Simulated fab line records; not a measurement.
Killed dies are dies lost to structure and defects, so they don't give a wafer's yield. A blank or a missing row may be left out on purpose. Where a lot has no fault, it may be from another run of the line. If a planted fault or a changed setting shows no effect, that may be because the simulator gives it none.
Matching of chambers | flow n5-finfet | ald-metal-02 running N5_BEOL_M6_ALD_77: 4 sister chambers
The step deposits TaN, target thk 2 nm, pulse time 2 s, purge time 3 s. 8 wafers are shown with their chamber, then 9 later ones without.

## WAFERS PAIRED WITH THEIR CHAMBERS
wafer  | chamber | heater-power-w (W) | precursor-vessel-temp-c (C)
L075.1 | 0       | 473                | 74.99
L082.4 | 3       | 321                | 75.00
L084.1 | 2       | 488                | 75.06
L086.4 | 0       | 458                | 75.04
L086.6 | 1       | 295                | 74.96
L088.3 | 1       | 309                | 75.13
L088.4 | 2       | 484                | 74.89
L088.5 | 3       | 321                | 75.09

## WAFERS WITH NO CHAMBER GIVEN
wafer  | heater-power-w (W) | precursor-vessel-temp-c (C)
L090.1 | 317                | 74.98
L090.2 | 479                | 74.95
L090.3 | 308                | 75.06
L091.1 | 474                | 75.14
L091.5 | 480                | 75.02
L091.6 | 323                | 75.06
L094.2 | 318                | 74.97
L094.3 | 298                | 75.07
L094.5 | 314                | 75.13

## WHICH CHAMBER EACH WENT THROUGH
wafer  | from the rows above     | in truth
L090.1 | can't be placed: 3 or 1 | 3
L090.2 | can't be placed: 2 or 0 | 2
L090.3 | can't be placed: 1 or 3 | 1
L091.1 | can't be placed: 0 or 2 | 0
L091.5 | can't be placed: 2 or 0 | 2
L091.6 | 3                       | 3
L094.2 | can't be placed: 3 or 1 | 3
L094.3 | 1                       | 1
L094.5 | can't be placed: 3 or 1 | 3
Placed correctly: 2 of 9. These rows do not allow placing 7 (true chamber among the candidates in 7). 0 placed wrongly.
How it was worked out, from the rows above alone: a wafer's distance from a chamber is the root of the sum, over the readings, of the square of ((its reading less the chamber's mean) divided by the reading's scatter). The wafer belongs to the nearest chamber; if the next one is less than 2 further off, it can't be placed. The mean given for a chamber averages the wafers shown for that chamber. How the scatter is found: for the shown wafers, subtract from each reading the mean of its chamber, square and add these, divide the total by (wafers less chambers), then take the root.
